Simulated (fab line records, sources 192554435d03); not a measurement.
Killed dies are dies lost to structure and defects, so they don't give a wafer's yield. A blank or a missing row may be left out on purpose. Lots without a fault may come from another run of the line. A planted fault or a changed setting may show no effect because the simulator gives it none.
fab line records | flow n5_finfet
record lots=6 wafers=18 last_day=18
route steps=1938 shown BEOL_M8@1342
lots that met no fault: from a run of the same line without faults
start_h: hours from the record's first day to the start of the lot's first wafer shown | wait_h: hours since the lot's step before | " the same as in the row above | L1.1+2: a row that stands for several wafers | - no value, or no start given | * or withheld: withheld | < > ~ a bound
route shown NAME@n: a module of which the file shows steps, and the number in the route of the first | usual: mean/standard deviation of fault-free wafers | same: alike in all rows | chamber/n: place in a boat | sites: the reading at each site | _std_site: their standard deviation | _edge_site: outer sites' mean less inner sites' | radius_mm: how far each site lies from the wafer's centre | mask NAME#n: copy n | behind: the tool/chamber that last shaped the wafer | hold: why the lot was held/for how many hours/how that ended | device: the transistor (n, p or np) that didn't switch | end of line: the same wafers' tests at the end of the route | a step without rows: its recipe alone | killed: dies lost to structure and defects at the first sort, not the wafer's yield | map: a wafer's dies, x killed, . not, _ none there
set.NAME: the setting as run; set.NAME@STEP: as run at that earlier step | model.NAME: the simulator's own value behind a step, which no gauge read
lots at some steps of the route; a table a step, a row a wafer
services: from which hour (start_h, from the record's first day; less than 0 if before it) a tool's chamber was out of use, for how many hours, and why
## steps
# step N5_BEOL_M8_EXPOSE_08
# recipe mask_id=M8 na=1.35 source_shape=dipole sigma_inner=0.817 sigma_outer=0.97 polarization=te dose_mj=68.25
# step N5_BEOL_M8_PEB_09
# recipe peb_temp_c=withheld peb_time_s=60 resist=CAR-ArF
# step N5_BEOL_M8_DEVELOP_10
# recipe develop_time_s=30 developer=TMAH resist=CAR-ArF rinse_liquid=diw dry=air_spin dev_temp_c=23
# step N5_BEOL_M8_CD_MEAS_11
# recipe target_cd_nm=38.5 landing_energy_ev=500 detector=se_inlens polarity=opening
# usual cd_nm=38.5/0.47
# columns lot.wafer tool chamber start_h wait_h cd_nm
L486.1 cd_sem-01 0 198.52 - 38.6
L486.5 " 0 " " 38.7
L486.6 " 0 " " 38.6
L496.2 cd_sem-01 0 254.52 - 38.7
L496.3 " 0 " " 38.9
L496.4 " 0 " " 39.1
L502.1 cd_sem-02 0 288.72 - 38.7
L502.4 " 0 " " 38.7
L502.6 " 0 " " 39.3
L506.2 cd_sem-01 0 321.56 - 38.0
L506.3 " 0 " " 38.4
L506.6 " 0 " " 38.5
L507.1 cd_sem-01 0 346.23 - 38.2
L507.3 " 0 " " 38.4
L507.5 " 0 " " 38.1
L509.1 cd_sem-01 0 351.53 - 39.1
L509.3 " 0 " " 39.1
L509.6 " 0 " " 39.2
# step N5_BEOL_M8_OVL_MEAS_12
# recipe points_per_wafer=44
# usual M8_OVL=0.2/0.73
# columns lot.wafer tool chamber start_h wait_h M8_OVL[nm]
L486.1 overlay-02 0 198.55 0.0 1.1
L486.5 " 0 " " 0.5
L486.6 " 0 " " 0.4
L496.2 overlay-01 0 254.55 0.0 -0.4
L496.3 " 0 " " 0.3
L496.4 " 0 " " -0.1
L502.1 overlay-01 0 288.75 0.0 -0.6
L502.4 " 0 " " 0.1
L502.6 " 0 " " -1.2
L506.2 overlay-01 0 321.59 0.0 -1.1
L506.3 " 0 " " -0.4
L506.6 " 0 " " 0.8
L507.1 overlay-01 0 346.26 0.0 0.8
L507.3 " 0 " " -0.8
L507.5 " 0 " " -0.6
L509.1 overlay-02 0 351.56 0.0 0.6
L509.3 " 0 " " 1.1
L509.6 " 0 " " 1.0
# step N5_BEOL_M8_INSPECT_13
# recipe mode=adi inspect_instrument=brightfield
# usual raw_defect_count=434/100
# columns lot.wafer tool chamber start_h wait_h raw_defect_count
L486.1 defect_inspect-02 - 198.57 0.0 473
L486.5 " - " " 511
L486.6 " - " " 560
L496.2 defect_inspect-01 - 254.58 0.0 455
L496.3 " - " " 390
L496.4 " - " " 366
L502.1 defect_inspect-01 - 288.77 0.0 274
L502.4 " - " " 293
L502.6 " - " " 607
L506.2 defect_inspect-01 - 321.61 0.0 465
L506.3 " - " " 501
L506.6 " - " " 445
L507.1 defect_inspect-01 - 346.29 0.0 720
L507.3 " - " " 369
L507.5 " - " " 447
L509.1 defect_inspect-01 - 351.59 0.0 388
L509.3 " - " " 399
L509.6 " - " " 476
# step N5_BEOL_M8_DESCUM_16
# recipe chemistry=O2 time_s=7.9 source_power_w=50 bias_power_w=20 pressure_mtorr=20 rf_frequency_hz=2.712e+07 temp_c=40 resist=CAR-ArF o2_flow_sccm=225
# usual drypump_motor_current_A=5.5/0.38 o2_flow_sccm=225.0/0.68 oes_product_au=0.80/0.07 rf_vpp_V=243.1/1.3 showerhead_plenum_p_Torr=2.09/0.07 throttle_valve_pct=20.4/0.3
# columns lot.wafer tool chamber start_h wait_h drypump_motor_current_A o2_flow_sccm oes_product_au rf_hours_counter_h rf_vpp_V showerhead_plenum_p_Torr throttle_valve_pct
L486.1 rie_diel-06 1 198.61 0.0 5.4 225.0 0.75 140 242.6 2.01 20.8
L486.5 " 0 " " 5.5 224.5 0.72 - 244.1 2.08 20.3
L486.6 " 1 " " 5.3 224.7 0.74 - 240.8 2.01 20.7
L496.2 rie_diel-04 2 254.61 0.0 5.6 224.5 0.82 74 242.8 2.11 19.9
L496.3 " 0 " " 5.4 224.4 0.79 90 245.1 2.22 20.8
L496.4 " 3 " " 5.5 224.2 0.85 61 243.1 2.12 20.0
L502.1 rie_diel-04 0 288.85 0.1 5.4 223.7 0.77 102 245.0 2.21 20.8
L502.4 " 1 " " 5.8 225.7 0.87 41 243.1 2.13 20.3
L502.6 " 3 " " 5.5 225.7 0.84 - 243.2 2.11 20.0
L506.2 rie_diel-04 0 321.65 0.0 5.4 225.8 0.77 112 245.2 2.21 20.9
L506.3 " 3 " " 5.5 224.3 0.82 84 244.3 2.11 20.0
L506.6 " 1 " " 5.7 225.2 0.86 - 243.7 2.13 20.3
L507.1 rie_diel-04 0 346.56 0.3 5.4 224.5 0.76 121 245.4 2.20 20.9
L507.3 " 2 " " 5.7 225.5 0.78 105 244.1 2.10 20.0
L507.5 " 3 " " 5.5 226.0 0.81 - 243.3 2.11 20.0
L509.1 rie_diel-03 3 351.62 0.0 5.7 224.8 0.88 54 241.5 2.13 20.7
L509.3 " 1 " " 5.5 224.6 0.87 41 242.0 2.05 20.2
L509.6 " 1 " " 5.6 224.7 0.86 - 242.0 2.05 20.3
# step N5_BEOL_M8_ETCH_61
# recipe chemistry=CF4 target=SiARC target_depth_a=455 mask_material=CAR-ArF time_s=75.8 ion_energy_ev=80 pressure_mtorr=40 source_w=545 bias_w=36 Ar_flow_sccm=100 cf4_flow_sccm=100 ends=cleared
# usual drypump_motor_current_A=5.5/0.38 etch_rf_on_time_s=75.6/1 oes_product_au=0.69/0.058 rf_vpp_V=184.1/1.2 showerhead_plenum_p_Torr=2.14/0.065 throttle_valve_pct=15.62/0.28
# columns lot.wafer tool chamber start_h wait_h drypump_motor_current_A etch_rf_on_time_s oes_product_au rf_hours_counter_h rf_vpp_V showerhead_plenum_p_Torr throttle_valve_pct
L486.1 rie_diel-06 1 198.64 0.0 5.3 74.1 0.65 140 183.3 2.06 15.89
L486.5 " 0 " " 5.5 76.1 0.62 - 183.6 2.13 15.55
L486.6 " 1 " " 5.3 73.8 0.65 - 183.2 2.06 15.88
L496.2 rie_diel-04 2 254.65 0.0 5.7 75.9 0.70 74 185.0 2.17 15.15
L496.3 " 0 " " 5.4 75.4 0.68 90 184.3 2.24 15.83
L496.4 " 3 " " 5.5 74.0 0.74 61 184.3 2.17 15.15
L502.1 rie_diel-04 0 288.89 0.0 5.4 75.5 0.66 102 185.7 2.23 15.84
L502.4 " 1 " " 5.8 74.3 0.74 41 184.2 2.18 15.44
L502.6 " 3 " " 5.5 74.6 0.72 - 184.7 2.17 15.18
L506.2 rie_diel-04 0 321.68 0.0 5.4 74.5 0.66 112 186.0 2.23 15.86
L506.3 " 3 " " 5.5 74.0 0.72 84 182.8 2.16 15.21
L506.6 " 1 " " 5.7 75.1 0.73 - 184.6 2.18 15.46
L507.1 rie_diel-04 0 346.60 0.0 5.4 75.7 0.65 121 185.2 2.23 15.90
L507.3 " 2 " " 5.7 75.3 0.68 105 186.9 2.16 15.22
L507.5 " 3 " " 5.5 74.5 0.70 - 184.7 2.16 15.23
L509.1 rie_diel-03 3 351.66 0.0 5.7 75.0 0.76 54 182.1 2.18 15.82
L509.3 " 1 " " 5.5 76.1 0.73 41 182.9 2.10 15.34
L509.6 " 1 " " 5.5 76.6 0.73 - 183.9 2.10 15.34
# step N5_BEOL_M8_ETCH_62
# recipe chemistry=N2/H2 target=SOC target_depth_a=1100 overetch_a=220 mask_material=SiARC temp_c=40 time_s=165 ion_energy_ev=200 pressure_mtorr=30 source_w=840 bias_w=150 n2_flow_sccm=200 h2_flow_sccm=200
# usual drypump_motor_current_A=5.5/0.38 n2_flow_sccm=200.1/0.6 oes_product_au=0.68/0.056 rf_vpp_V=523.8/2.4 showerhead_plenum_p_Torr=2.54/0.083 throttle_valve_pct=17.8/0.32
# columns lot.wafer tool chamber start_h wait_h drypump_motor_current_A n2_flow_sccm oes_product_au rf_hours_counter_h rf_vpp_V showerhead_plenum_p_Torr throttle_valve_pct
L486.1 rie_diel-06 1 198.70 0.0 5.3 199.8 0.64 140 520.9 2.45 18.1
L486.5 " 0 " " 5.5 200.0 0.62 - 522.8 2.52 17.6
L486.6 " 1 " " 5.3 199.7 0.64 - 521.9 2.45 18.1
L496.2 rie_diel-04 2 254.70 0.0 5.7 200.9 0.69 74 524.8 2.58 17.4
L496.3 " 0 " " 5.4 200.0 0.67 90 526.8 2.69 18.2
L496.4 " 3 " " 5.5 200.1 0.72 62 524.3 2.58 17.3
L502.1 rie_diel-04 0 288.94 0.0 5.4 199.9 0.66 102 528.8 2.68 18.2
L502.4 " 1 " " 5.8 200.7 0.73 41 525.5 2.59 17.7
L502.6 " 3 " " 5.5 199.8 0.71 - 523.1 2.57 17.3
L506.2 rie_diel-04 0 321.74 0.0 5.4 199.2 0.65 112 525.9 2.68 18.2
L506.3 " 3 " " 5.5 200.7 0.69 84 525.4 2.57 17.3
L506.6 " 1 " " 5.7 200.7 0.72 - 525.4 2.58 17.7
L507.1 rie_diel-04 0 346.65 0.0 5.4 199.6 0.65 122 527.3 2.67 18.2
L507.3 " 2 " " 5.6 199.2 0.67 105 524.1 2.57 17.5
L507.5 " 3 " " 5.5 200.8 0.69 - 524.1 2.56 17.4
L509.1 rie_diel-03 3 351.71 0.0 5.6 199.8 0.73 54 525.2 2.59 18.2
L509.3 " 1 " " 5.6 199.6 0.73 41 522.2 2.48 17.5
L509.6 " 1 " " 5.6 199.7 0.73 - 522.3 2.48 17.5
# step N5_BEOL_M8_STRIP_68
# recipe chemistry=N2/H2 temp_c=40 n2_flow_sccm=200 h2_flow_sccm=200 rf_frequency_hz=6e+07
# step N5_BEOL_M8_STRIP_67
# recipe chemistry=CF4 resist=SiARC power_w=300 bias_power_w=75 pressure_mtorr=50 cf4_flow_sccm=150 rf_frequency_hz=6e+07
# usual chamber_pressure_mTorr=50.00/0.048 drypump_motor_current_A=5.5/0.37 oes_product_au=0.80/0.066 rf_vpp_V=271.3/1.5 showerhead_plenum_p_Torr=1.79/0.054 throttle_valve_pct=13.58/0.28
# columns lot.wafer tool chamber start_h wait_h chamber_pressure_mTorr drypump_motor_current_A oes_product_au rf_hours_counter_h rf_vpp_V showerhead_plenum_p_Torr throttle_valve_pct
L486.1 rie_diel-06 1 198.84 0.0 49.91 5.3 0.75 140 271.1 1.73 13.87
L486.5 " 0 " " 50.07 5.5 0.72 - 271.6 1.79 13.58
L486.6 " 1 " " 49.99 5.3 0.75 - 268.6 1.73 13.88
L496.2 rie_diel-04 2 254.85 0.0 49.96 5.7 0.82 74 271.6 1.81 13.13
L496.3 " 0 " " 49.95 5.4 0.79 90 272.6 1.88 13.74
L496.4 " 3 " " 49.96 5.5 0.85 62 273.3 1.82 13.14
L502.1 rie_diel-04 0 289.09 0.0 50.00 5.4 0.78 102 274.4 1.87 13.79
L502.4 " 1 " " 50.00 5.8 0.87 41 273.4 1.82 13.38
L502.6 " 3 " " 50.12 5.5 0.84 - 273.1 1.82 13.16
L506.2 rie_diel-04 0 321.88 0.0 50.00 5.4 0.77 112 272.0 1.87 13.81
L506.3 " 3 " " 50.00 5.5 0.82 84 272.5 1.81 13.18
L506.6 " 1 " " 49.98 5.8 0.85 - 272.6 1.82 13.39
L507.1 rie_diel-04 0 346.80 0.0 50.00 5.4 0.75 122 273.4 1.87 13.86
L507.3 " 2 " " 49.92 5.7 0.79 105 270.4 1.80 13.19
L507.5 " 3 " " 49.99 5.5 0.81 - 272.4 1.81 13.21
L509.1 rie_diel-03 3 351.86 0.0 49.99 5.7 0.88 54 272.0 1.83 13.75
L509.3 " 1 " " 50.03 5.6 0.86 41 270.2 1.75 13.26
L509.6 " 1 " " 50.03 5.5 0.85 - 270.8 1.75 13.25
# step N5_BEOL_M8_HM_OPEN_17
# recipe chemistry=Cl2/BCl3 target_depth_a=200 overetch_a=60 target=TiN mask_material=SOC ion_energy_ev=150 pressure_mtorr=10 icp_w=1000 bias_w=126 Cl2_flow_sccm=53.25 bcl3_flow_sccm=21.75 Ar_flow_sccm=25
# usual bcl3_flow_sccm=21.74/0.061 drypump_motor_current_A=5.7/0.59 oes_product_au=0.68/0.09 throttle_valve_pct=21.97/0.17
# columns lot.wafer tool chamber start_h wait_h bcl3_flow_sccm drypump_motor_current_A oes_product_au rf_hours_counter_h throttle_valve_pct
L486.1 rie_metal-02 1 198.97 0.1 21.74 6.0 0.77 7 21.95
L486.5 " 0 " " 21.70 4.8 0.67 - 22.00
L486.6 " 1 " " 21.87 6.0 0.76 - 21.97
L496.2 rie_metal-02 1 254.92 0.1 21.72 6.0 0.76 - 21.97
L496.3 " 1 " " 21.75 6.0 0.75 - 21.98
L496.4 " 1 " " 21.71 6.0 0.76 - 21.97
L502.1 rie_metal-01 1 289.13 0.0 21.75 5.2 0.68 44 21.82
L502.4 " 0 " " 21.67 6.5 0.54 - 22.11
L502.6 " 0 " " 21.76 6.5 0.54 - 22.12
L506.2 rie_metal-03 0 321.92 0.0 21.66 5.5 0.74 9 21.65
L506.3 " 0 " " 21.70 5.5 0.74 - 21.64
L506.6 " 1 " " 21.75 6.1 0.74 - 22.21
L507.1 rie_metal-02 1 346.84 0.0 21.77 6.0 0.72 17 21.98
L507.3 " 1 " " 21.79 6.0 0.72 - 21.99
L507.5 " 0 " " 21.81 4.8 0.65 - 22.01
L509.1 rie_metal-02 0 351.90 0.0 21.73 4.8 0.66 50 22.00
L509.3 " 0 " " 21.71 4.8 0.65 - 22.00
L509.6 " 1 " " 21.81 6.0 0.73 - 21.99
# step N5_BEOL_M8_STRIP_19
# recipe chemistry=O2 power_w=400 temp_c=40 pressure_mtorr=30 rf_frequency_hz=6e+07 bias_power_w=0 overash_fraction=0.2 o2_flow_sccm=225
# usual chamber_pressure_mTorr=30.00/0.037 drypump_motor_current_A=5.53/0.29 o2_flow_sccm=225.0/0.73 oes_product_au=0.83/0.068 rf_vpp_V=3.6/0.59 showerhead_plenum_p_Torr=2.12/0.065 throttle_valve_pct=16.58/0.3
# columns lot.wafer tool chamber start_h wait_h chamber_pressure_mTorr drypump_motor_current_A o2_flow_sccm oes_product_au rf_hours_counter_h rf_vpp_V showerhead_plenum_p_Torr throttle_valve_pct
L486.1 rie_diel-03 1 199.11 0.1 30.02 5.55 225.4 0.68 246 3.6 2.07 16.81
L486.5 " 1 " " 30.01 5.54 224.6 0.68 - 4.2 2.07 16.86
L486.6 " 2 " " 30.00 5.66 226.1 0.87 - 4.7 2.23 16.23
L496.2 rie_diel-04 2 255.19 0.2 29.99 5.69 225.7 0.82 74 2.6 2.12 16.17
L496.3 " 1 " " 30.07 5.76 225.2 0.89 30 3.8 2.14 16.50
L496.4 " 3 " " 29.99 5.52 224.6 0.85 62 4.2 2.12 16.21
L502.1 rie_diel-04 2 289.26 0.1 38.99 5.68 225.1 0.81 85 3.9 2.11 16.19
L502.4 " 1 " " 30.03 5.73 224.4 0.87 41 4.0 2.14 16.48
L502.6 " 2 " " 38.98 5.65 225.2 0.80 - 2.3 2.11 16.20
L506.2 rie_diel-04 2 322.15 0.2 38.99 5.70 224.6 0.79 97 5.0 2.11 16.23
L506.3 " 1 " " 29.99 5.73 223.7 0.85 53 3.5 2.13 16.53
L506.6 " 1 " " 30.06 5.76 224.1 0.86 - 2.6 2.13 16.52
L507.1 rie_diel-06 2 347.15 0.3 30.01 5.03 225.1 0.75 153 3.9 2.00 16.88
L507.3 " 3 " " 30.02 6.51 224.8 0.95 8 3.6 2.14 16.44
L507.5 " 3 " " 30.04 6.49 226.0 0.96 - 3.7 2.14 16.45
L509.1 rie_diel-03 0 352.01 0.1 29.97 5.07 225.3 0.79 106 3.3 2.03 16.83
L509.3 " 1 " " 29.98 5.55 224.0 0.86 41 4.2 2.06 16.46
L509.6 " 0 " " 29.98 5.08 225.4 0.79 - 3.4 2.03 16.81
# step N5_BEOL_M8_CD_MEAS_18
# recipe pitch_nm=80 target_cd_nm=40
# usual cd_nm=40.0/0.47
# columns lot.wafer tool chamber start_h wait_h cd_nm
L486.1 cd_sem-03 - 199.18 0.0 40.2
L486.5 " - " " 39.8
L486.6 " - " " 39.8
L496.2 cd_sem-02 - 255.26 0.1 40.0
L496.3 " - " " 39.9
L496.4 " - " " 40.6
L502.1 cd_sem-03 - 289.34 0.1 40.1
L502.4 " - " " 40.7
L502.6 " - " " 40.6
L506.2 cd_sem-01 - 322.23 0.1 39.6
L506.3 " - " " 40.5
L506.6 " - " " 39.5
L507.1 cd_sem-02 - 347.22 0.0 39.8
L507.3 " - " " 40.0
L507.5 " - " " 40.2
L509.1 cd_sem-03 - 352.08 0.0 40.6
L509.3 " - " " 40.6
L509.6 " - " " 40.4
## services
# columns tool chamber start_h hours kind
rie_metal-02 - 205.59 28.1 pm
rie_diel-03 1 211.40 - clean
rie_diel-03 1 211.40 - consumable_replace:focus_ring
rie_diel-03 1 211.40 17.4 scheduled_down
rie_diel-03 1 211.40 17.4 vent_cycle
rie_diel-06 3 226.21 11.0 repair
rie_metal-03 - 230.48 1.4 pm
rie_metal-02 - 233.69 2.8 pm
rie_metal-02 0 249.11 16.4 repair
rie_metal-01 0 249.94 7.1 repair
rie_diel-03 2 276.78 12.1 repair
rie_metal-03 0 285.62 1.4 repair
rie_metal-03 - 296.71 2.8 pm
rie_metal-01 - 307.96 1.4 pm
rie_diel-06 3 311.90 - clean
rie_diel-06 3 311.90 - consumable_replace:focus_ring
rie_diel-06 3 311.90 18.8 scheduled_down
rie_diel-06 3 311.90 18.8 vent_cycle
rie_metal-03 1 329.18 5.2 repair
rie_diel-03 1 329.69 7.5 repair
rie_diel-03 3 332.74 11.1 repair
rie_diel-06 0 338.64 15.8 repair
rie_metal-01 - 343.31 8.0 repair
rie_diel-03 - 344.70 2.8 pm
## key
first_sign step=N5_BEOL_M8_STRIP_19 reading=chamber_pressure_mTorr direction=up sigmas=99+ usual=* struck=*
effect none on later readings
met_at N5_BEOL_M8_STRIP_19
struck_wafers L502.1,L502.6,L506.2
onset_between 255.19 289.26
fault kind=process_parameter_drift tool=rie_diel-04 chamber=2 onset_h=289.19 steps=N5_BEOL_M8_STRIP_19 channel=pressure_mtorr offset=* shape=step end_h=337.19 acts_in=* stated=*
